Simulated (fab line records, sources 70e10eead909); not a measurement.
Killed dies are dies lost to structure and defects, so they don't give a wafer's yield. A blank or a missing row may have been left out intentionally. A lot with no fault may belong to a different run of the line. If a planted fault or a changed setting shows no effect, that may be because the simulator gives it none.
fab line records	flow nand_harc
record lots=12	wafers=36	last_day=25
route steps=1159 shown P_ZERO_WELL@31 P_GATE@119 END@1159
lots that met no fault: taken from a fault-free run of the same line
start_h: hours from the record's first day to the start of the lot's first wafer shown	wait_h: time in hours since the lot's previous step	" identical to the entry in the row above	L1.1+2: one row covering several wafers at once	- value missing, or start not given	* or withheld: withheld	< > ~ a bound
route shown NAME@n: a module of which the file shows steps, and the number in the route of the first	usual: the fault-free wafers' mean and standard deviation	same: alike in all rows	chamber/n: place in a boat	sites: per-site readings	_std_site: the standard deviation of these	_edge_site: inner sites' mean taken away from outer sites' mean	radius_mm: for every site, how far away it sits from the centre of the wafer	mask NAME#n: copy n	behind: the last tool/chamber to shape the wafer	hold: reason for holding the lot/hours on hold/outcome of the hold	device: whichever transistor did not switch (one of n, p or np)	end of line: tests of these same wafers at the route's end	where a step has no rows: the recipe by itself	killed: at the first sort, the dies lost to defects and structure; wafer yield is something else	map: shows each die of a wafer: x if killed, . if not, _ if none is there
set.NAME: the setting the step ran with; set.NAME@STEP: the setting that earlier step ran with	model.NAME: the simulator's own value behind a step, which no gauge read
a sample of lots followed through the steps of the route, with each step as a table and each wafer as a row
services: when a tool's chamber went out of use (start_h, in hours from the record's first day, below 0 if earlier), for how many hours, and the reason
## steps
# step NHARC_P_ZERO_WELL_DESCUM_26
# recipe time_s=3	o2_flow_sccm=200	ar_flow_sccm=0	bias_power_w=0	chemistry=O2
# usual drypump_motor_current_A=5.84/0.28	oes_product_au=1.001/0.013	rf_vpp_V=57.9/0.95	showerhead_plenum_p_Torr=1.92/0.085	throttle_valve_pct=11.311/0.0087
lot.wafer	tool	chamber	start_h	wait_h	drypump_motor_current_A	oes_product_au	rf_hours_counter_h	rf_vpp_V	showerhead_plenum_p_Torr	throttle_valve_pct
L581.4	rie_diel-09	1	20.70	-	5.61	1.009	8	56.5	1.84	11.301
L581.2	"	2	"	"	5.72	0.990	8	56.5	1.86	11.330
L581.5	"	1	"	"	5.64	1.019	-	58.4	1.84	11.307
L583.2	rie_diel-01	1	32.66	-	5.40	1.007	4	58.1	1.96	11.311
L583.4	"	2	"	"	6.07	0.965	4	59.1	2.03	11.298
L583.6	"	1	"	"	5.43	1.005	-	56.6	1.96	11.321
L586.1	rie_diel-07	2	50.63	-	6.06	1.018	13	56.0	1.93	11.309
L586.6	"	0	"	"	5.62	1.002	-	57.1	1.91	11.300
L586.5	"	1	"	"	5.99	1.007	-	58.9	1.84	11.310
L587.2	rie_diel-09	1	56.77	-	5.64	1.022	10	56.6	1.84	11.326
L587.4	"	3	"	"	5.31	1.004	9	58.9	2.06	11.328
L587.5	"	1	"	"	5.63	1.022	-	57.9	1.84	11.312
L589.3	rie_diel-07	1	68.97	-	5.94	1.008	1	58.0	1.84	11.309
L589.4	"	2	"	"	6.06	1.003	1	58.3	1.93	11.311
L589.2	"	3	"	"	6.26	1.009	1	58.8	1.79	11.315
L596.4	rie_diel-01	1	110.51	-	5.42	0.985	8	58.1	1.96	11.313
L596.1	"	2	"	"	6.05	0.972	8	56.9	2.03	11.318
L596.2	"	0	"	"	6.08	0.986	10	58.6	2.01	11.302
L598.2	rie_diel-01	2	122.95	-	5.98	0.972	9	57.6	2.03	11.312
L598.4	"	3	"	"	5.84	0.997	11	58.7	1.91	11.313
L598.5	"	0	"	"	6.05	0.989	-	58.3	2.01	11.319
L599.3	rie_diel-01	3	128.76	-	5.85	0.997	12	57.6	1.91	11.316
L599.2	"	1	"	"	5.39	0.999	9	58.7	1.96	11.311
L599.5	"	0	"	"	6.09	1.008	-	59.2	2.01	11.309
L600.1	rie_diel-07	1	134.56	-	5.96	1.001	4	57.2	1.84	11.315
L600.3	"	2	"	"	6.08	0.990	6	58.6	1.93	11.319
L600.5	"	3	"	"	6.29	1.017	-	56.9	1.79	11.319
L601.4	rie_diel-07	0	140.72	-	5.62	1.004	5	58.1	1.91	11.313
L601.1	"	2	"	"	6.10	0.994	6	58.7	1.93	11.299
L601.6	"	1	"	"	5.94	1.006	-	58.1	1.84	11.328
L602.1	rie_diel-09	0	146.51	-	5.80	1.038	5	58.6	2.06	11.311
L602.5	"	2	"	"	5.72	0.986	-	57.2	1.86	11.314
L602.6	"	3	"	"	5.31	1.007	-	58.5	2.06	11.317
L603.2	rie_diel-01	1	152.61	-	5.39	0.989	0	57.6	1.96	11.308
L603.5	"	1	"	"	5.38	0.993	-	59.5	1.96	11.297
L603.4	"	3	"	"	5.85	0.988	-	56.4	1.91	11.311
# step NHARC_P_GATE_EXPOSE_08
# recipe na=0.6	dose_mj=16.75	mask_id=P_HV
lot.wafer	tool	chamber	start_h	wait_h	mask
L581.2+4+5	krf_scanner-02	0	77.54	-	P_HV#0
L583.2+4+6	krf_scanner-01	0	90.91	-	P_HV#0
L587.2+4+5	krf_scanner-02	0	113.88	-	P_HVPW#0
L586.1+5+6	krf_scanner-01	0	114.03	-	P_HV#0
L589.2+3+4	krf_scanner-03	0	129.03	-	P_HV#0
L596.1+2+4	krf_scanner-02	0	169.95	-	P_HV#0
L598.2+4+5	krf_scanner-01	0	177.74	-	P_HV#0
L600.1+3+5	krf_scanner-03	0	195.15	-	P_HV#0
L599.2+3+5	krf_scanner-02	0	195.32	-	P_HV#0
L602.1+5+6	krf_scanner-01	0	205.25	-	P_HV#0
L601.1+4+6	krf_scanner-03	0	205.42	-	P_HV#0
L603.2+4+5	krf_scanner-01	0	210.81	-	P_HV#0
# step NHARC_P_GATE_CD_MEAS_11
# recipe target_cd_nm=1640	landing_energy_ev=500
# usual cd_nm=1638.5/2.4
lot.wafer	tool	chamber	start_h	wait_h	cd_nm
L581.2	cd_sem-01	0	77.69	-	1640.6
L581.4	"	0	"	"	1645.5
L581.5	"	0	"	"	1638.2
L583.2	cd_sem-03	0	91.06	-	1641.0
L583.4	"	0	"	"	1637.7
L583.6	"	0	"	"	1637.3
L587.2	cd_sem-03	0	114.03	-	-
L587.4	"	0	"	"	-
L587.5	"	0	"	"	-
L586.1	cd_sem-03	0	114.19	-	1641.7
L586.5	"	0	"	"	1636.3
L586.6	"	0	"	"	1639.7
L589.2	cd_sem-03	0	129.19	-	1638.3
L589.3	"	0	"	"	1636.7
L589.4	"	0	"	"	1638.0
L596.1	cd_sem-01	0	170.11	-	1638.1
L596.2	"	0	"	"	1637.6
L596.4	"	0	"	"	1636.7
L598.2	cd_sem-03	0	177.90	-	1636.1
L598.4	"	0	"	"	1637.7
L598.5	"	0	"	"	1638.9
L600.1	cd_sem-01	0	195.31	-	1636.5
L600.3	"	0	"	"	1633.8
L600.5	"	0	"	"	1638.6
L599.2	cd_sem-01	0	195.47	-	1637.7
L599.3	"	0	"	"	1638.4
L599.5	"	0	"	"	1638.2
L602.1	cd_sem-02	0	205.41	-	1640.1
L602.5	"	0	"	"	1637.1
L602.6	"	0	"	"	1641.4
L601.1	cd_sem-03	0	205.57	-	1636.3
L601.4	"	0	"	"	1634.4
L601.6	"	0	"	"	1639.6
L603.2	cd_sem-01	0	210.97	-	1638.3
L603.4	"	0	"	"	1637.3
L603.5	"	0	"	"	1637.7
# step NHARC_P_GATE_OVL_MEAS_27
# usual overlay_x_nm=0.2/0.72	overlay_y_nm=-0.1/0.77
lot.wafer	tool	chamber	start_h	wait_h	overlay_x_nm	overlay_y_nm
L581.2	overlay-01	-	91.80	-	0.0	0.3
L581.4	"	-	"	"	-0.5	0.4
L581.5	"	-	"	"	0.0	0.6
L583.2	overlay-01	-	104.82	-	0.3	-0.1
L583.4	"	-	"	"	0.1	-0.4
L583.6	"	-	"	"	0.5	-0.1
L586.1	overlay-02	-	129.51	-	-0.5	-0.4
L586.5	"	-	"	"	-0.1	-0.3
L586.6	"	-	"	"	-0.1	-0.7
L587.2	overlay-01	-	129.54	-	1.4	-0.2
L587.4	"	-	"	"	1.9	-0.5
L587.5	"	-	"	"	1.5	-0.1
L589.2	overlay-01	-	149.24	-	0.4	0.7
L589.3	"	-	"	"	-0.3	1.3
L589.4	"	-	"	"	-0.4	1.3
L596.1	overlay-01	-	186.40	-	-0.2	-0.9
L596.2	"	-	"	"	-0.6	-1.3
L596.4	"	-	"	"	-0.1	-1.3
L598.2	overlay-02	-	192.12	-	0.9	1.3
L598.4	"	-	"	"	0.8	0.8
L598.5	"	-	"	"	0.7	0.6
L600.1	overlay-01	-	210.41	-	0.7	1.3
L600.3	"	-	"	"	0.3	0.4
L600.5	"	-	"	"	0.4	0.8
L599.2	overlay-02	-	210.85	-	0.2	-0.1
L599.3	"	-	"	"	0.0	-0.2
L599.5	"	-	"	"	-0.4	-0.6
L602.1	overlay-02	-	219.15	-	0.1	0.3
L602.5	"	-	"	"	0.2	0.3
L602.6	"	-	"	"	0.3	-0.4
L601.1	overlay-01	-	219.30	-	-1.2	-0.4
L601.4	"	-	"	"	-1.0	-0.4
L601.6	"	-	"	"	-1.1	-0.4
L603.2	overlay-01	-	231.58	-	-1.1	0.8
L603.4	"	-	"	"	-0.4	0.5
L603.5	"	-	"	"	-0.5	0.8
# step NHARC_P_GATE_STRIP_108
# recipe o2_flow_sccm=500	ar_flow_sccm=0	bias_w=0	chemistry=O2
# usual drypump_motor_current_A=5.8/0.31	oes_product_au=0.997/0.013	rf_vpp_V=57.8/0.87	showerhead_plenum_p_Torr=3.49/0.16	throttle_valve_pct=17.035/0.0083
lot.wafer	tool	chamber	start_h	wait_h	drypump_motor_current_A	oes_product_au	rf_hours_counter_h	rf_vpp_V	showerhead_plenum_p_Torr	throttle_valve_pct
L581.4	rie_diel-06	1	92.56	-	5.9	1.004	4	58.7	3.55	17.032
L581.2	"	3	"	"	6.0	1.013	5	58.8	3.31	17.030
L581.5	"	2	"	"	5.6	0.978	-	59.7	3.72	17.028
L583.2	rie_diel-03	0	105.62	-	6.1	0.973	22	57.2	3.44	17.045
L583.4	"	1	"	"	6.4	0.992	21	58.9	3.46	17.042
L583.6	"	2	"	"	5.9	1.015	-	55.8	3.33	17.036
L586.1	rie_diel-06	3	130.47	-	6.0	1.009	13	57.4	3.30	17.029
L586.5	"	2	"	"	5.6	0.986	-	57.0	3.72	17.039
L586.6	"	3	"	"	6.0	1.014	-	56.5	3.30	17.024
L587.2	rie_diel-03	1	130.47	-	6.4	0.987	31	57.2	3.45	17.033
L587.5	"	2	"	"	5.9	1.001	-	57.1	3.33	17.025
L587.4	"	0	"	"	6.1	0.984	-	58.2	3.44	17.030
L589.2	rie_diel-06	1	150.00	-	5.8	1.009	16	56.8	3.54	17.041
L589.4	"	2	"	"	5.6	0.992	16	57.9	3.72	17.048
L589.3	"	0	"	"	5.4	0.992	15	57.3	3.40	17.022
L596.1	rie_diel-03	1	187.23	-	6.4	0.985	50	57.6	3.44	17.034
L596.2	"	3	"	"	6.2	0.998	46	58.2	3.68	17.034
L596.4	"	1	"	"	6.4	0.992	-	57.8	3.44	17.048
L598.4	rie_diel-06	2	193.18	-	5.6	0.970	23	58.9	3.71	17.030
L598.2	"	3	"	"	6.1	1.005	23	55.9	3.30	17.038
L598.5	"	2	"	"	5.6	0.978	-	58.7	3.71	17.033
L600.3	rie_diel-06	1	211.19	-	5.8	1.023	26	56.0	3.54	17.045
L600.1	"	2	"	"	5.6	0.984	26	58.3	3.71	17.028
L600.5	"	1	"	"	5.8	1.009	-	58.1	3.54	17.041
L599.2	rie_diel-06	3	211.59	-	6.1	1.013	26	56.1	3.30	17.040
L599.3	"	2	"	"	5.6	0.972	26	58.6	3.71	17.049
L599.5	"	3	"	"	6.1	1.006	-	57.3	3.30	17.039
L602.1	rie_diel-13	3	220.65	-	6.1	0.998	32	58.3	3.31	17.020
L602.5	"	2	"	"	5.2	0.991	-	58.8	3.79	17.035
L602.6	"	3	"	"	6.1	1.005	-	56.5	3.31	17.020
L601.1	rie_diel-13	1	220.85	-	5.8	1.003	39	57.2	3.39	17.022
L601.4	"	2	"	"	5.2	0.991	35	58.5	3.79	17.039
L601.6	"	3	"	"	6.1	1.009	-	58.4	3.31	17.034
L603.4	rie_diel-06	2	232.34	-	5.6	0.987	30	59.5	3.71	17.025
L603.2	"	0	"	"	5.4	0.988	29	58.0	3.39	17.043
L603.5	"	1	"	"	5.8	1.008	-	57.6	3.53	17.036
# step NHARC_END_SORT_01
# recipe temp_c=25
# usual killed_at_array=24/8.7	killed_at_other=0.8/1.2	killed_at_periphery=3.6/2.3	killed_dies=28/8.9	killed_open=3.2/1.9	killed_short=2.0/1.6
# same gross_dies=677
lot.wafer	tool	chamber	start_h	wait_h	hold	killed_at_array	killed_at_other	killed_at_periphery	killed_dies	killed_open	killed_short
L587.2	prober-02	0	481.13	2.8	await_dispo/1.4h/scrap	16	0	661	677	4	4
L587.4	prober-02	0	482.72	3.4	await_dispo/1.4h/scrap	18	0	659	677	6	2
L587.5	prober-02	0	483.52	3.7	await_dispo/1.4h/scrap	17	0	660	677	4	2
L586.1	prober-01	0	504.42	2.4	-	24	3	3	30	4	2
L586.5	prober-01	0	507.66	3.7	-	26	1	0	27	2	3
L586.6	prober-01	0	508.47	4.1	-	25	0	1	26	2	2
L589.2	prober-02	0	518.97	2.8	-	27	4	6	37	5	3
L589.3	prober-02	0	519.78	3.1	-	18	2	3	23	5	2
L589.4	prober-02	0	520.59	3.4	-	29	3	7	39	2	2
# killed by level:class
L587.2 P_GATE:area_expose=659 A_STAIRCASE:chamber_film_flake=4 A_CONTACT:chamber_film_flake=4 A_WL_FILL:geometric_particle:short=3 P_GATE:geometric_particle:open=1 P_M1:geometric_particle:open=1 A_ONON_D1:geometric_particle:open=1 A_M0:geometric_particle:short=1
L587.4 P_GATE:area_expose=654 A_CHANNEL_HOLE_D1:chamber_film_flake=5 A_STAIRCASE:chamber_film_flake=4 A_CONTACT:chamber_film_flake=4 P_M0:geometric_particle:open=2 P_GATE:geometric_particle:open=1 P_M1:geometric_particle:open=1 A_ONON_D1:geometric_particle:short=1
L587.5 P_GATE:area_expose=659 A_STAIRCASE:chamber_film_flake=4 A_CONTACT:chamber_film_flake=4 A_M0:geometric_particle:open=2 A_WL_FILL:geometric_particle:short=1 A_WL_FILL:geometric_particle:open=1 A_BLC:geometric_particle:open=1 A_M0:geometric_particle:short=1
L586.1 A_CHANNEL_HOLE_D1:chamber_film_flake=14 A_CONTACT:chamber_film_flake=4 THIN_TSV:chamber_film_flake=3 A_ONON_D1:geometric_particle:open=2 A_STAIRCASE:chamber_film_flake=2 P_CONTACT:geometric_particle:open=1 P_M2:geometric_particle:open=1 A_ONON_D1:geometric_particle:short=1
L586.5 A_CHANNEL_HOLE_D1:chamber_film_flake=14 A_STAIRCASE:chamber_film_flake=4 A_CHANNEL_FILL_D1:geometric_particle:short=2 A_CONTACT:geometric_particle:open=2 A_ONON_D1:geometric_particle:short=1 A_ZERO_WELL:chamber_film_flake=1 A_WL_FILL:chamber_film_flake=1 A_CONTACT:chamber_film_flake=1
L586.6 A_CHANNEL_HOLE_D1:chamber_film_flake=17 A_STAIRCASE:chamber_film_flake=2 A_SGD_CUT:geometric_particle:short=1 A_WL_FILL:geometric_particle:open=1 A_WL_FILL:geometric_particle:short=1 A_CONTACT:geometric_particle:open=1 P_GATE:chamber_film_flake=1 A_WL_FILL:chamber_film_flake=1
L589.2 A_SLIT:chamber_film_flake=15 A_CONTACT:chamber_film_flake=4 THIN_TSV:chamber_film_flake=4 A_CHANNEL_HOLE_D1:chamber_film_flake=3 P_STI:geometric_particle:short=1 P_CONTACT:geometric_particle:open=1 P_M0:geometric_particle:short=1 P_M1:geometric_particle:open=1
L589.3 A_SLIT:chamber_film_flake=8 A_CONTACT:chamber_film_flake=3 A_BLC:geometric_particle:open=2 A_CHANNEL_HOLE_D1:chamber_film_flake=2 P_M0:geometric_particle:short=1 P_M2:geometric_particle:open=1 A_CHANNEL_HOLE_D1:geometric_particle:short=1 A_CHANNEL_FILL_D1:geometric_particle:open=1
L589.4 A_SLIT:chamber_film_flake=12 A_CHANNEL_HOLE_D1:chamber_film_flake=8 A_CONTACT:chamber_film_flake=4 P_GATE:chamber_film_flake=3 THIN_TSV:chamber_film_flake=3 P_STI:chamber_film_flake=2 A_WL_FILL:chamber_film_flake=2 P_M0:geometric_particle:open=1
## services
tool	chamber	start_h	hours	kind
rie_diel-07	2	15.70	7.7	repair
rie_diel-01	2	34.16	6.6	repair
rie_diel-06	1	35.10	10.7	repair
krf_scanner-02	-	38.00	4.0	pm
rie_diel-06	0	38.96	7.2	repair
rie_diel-07	3	43.39	5.4	repair
rie_diel-01	2	43.56	7.0	repair
rie_diel-07	-	51.20	9.0	pm
rie_diel-06	0	55.71	10.3	repair
rie_diel-06	-	64.20	9.0	pm
rie_diel-07	0	76.63	3.3	repair
krf_scanner-01	-	84.00	4.0	pm
rie_diel-01	2	95.14	6.2	repair
rie_diel-07	3	100.00	7.4	repair
rie_diel-07	1	109.51	13.7	repair
rie_diel-07	0	112.30	3.6	repair
rie_diel-07	2	123.05	2.3	repair
rie_diel-01	-	137.82	9.0	pm
rie_diel-01	2	148.38	8.2	repair
rie_diel-07	0	179.41	14.2	repair
rie_diel-01	-	184.53	0.7	repair
krf_scanner-01	-	201.52	0.9	repair
rie_diel-06	0	215.89	4.2	repair
rie_diel-06	3	216.89	5.0	repair
## key
first_sign step=NHARC_P_GATE_EXPOSE_08	reading=mask	direction=changed
effect step=NHARC_P_GATE_CD_MEAS_11	reading=cd_nm	direction=missing
effect step=NHARC_END_SORT_01	reading=killed_at_periphery	direction=up	sigmas=99+	usual=3.6	struck=660
more_kills_born_at NHARC_P_GATE_EXPOSE_08@krf_scanner-02=1972
met_at NHARC_P_GATE_EXPOSE_08
struck_lots L587
later_rows_left_out L587.2,L587.4,L587.5
tester_left_out L587
not_acting_at NHARC_P_ZERO_WELL_DESCUM_26,NHARC_P_GATE_OVL_MEAS_27,NHARC_P_GATE_STRIP_108
onset_between 77.54 113.88
fault kind=wrong_mask	tool=any	chamber=-	onset_h=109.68	steps=NHARC_P_GATE_EXPOSE_08	aux_copy=P_HVPW#0	scope=struck_lots_only
# tester_left_out: of these lots the tester's yield and bins aren't shown, on N5 and GAA mostly nor the transistor test; their killed dies are dies lost to structure and defects alone, not to doping, threshold or leakage, so they don't give the yield
# later_rows_left_out: the simulator's readings of these wafers behind a module that went badly wrong aren't trusted and aren't shown, but for the sort
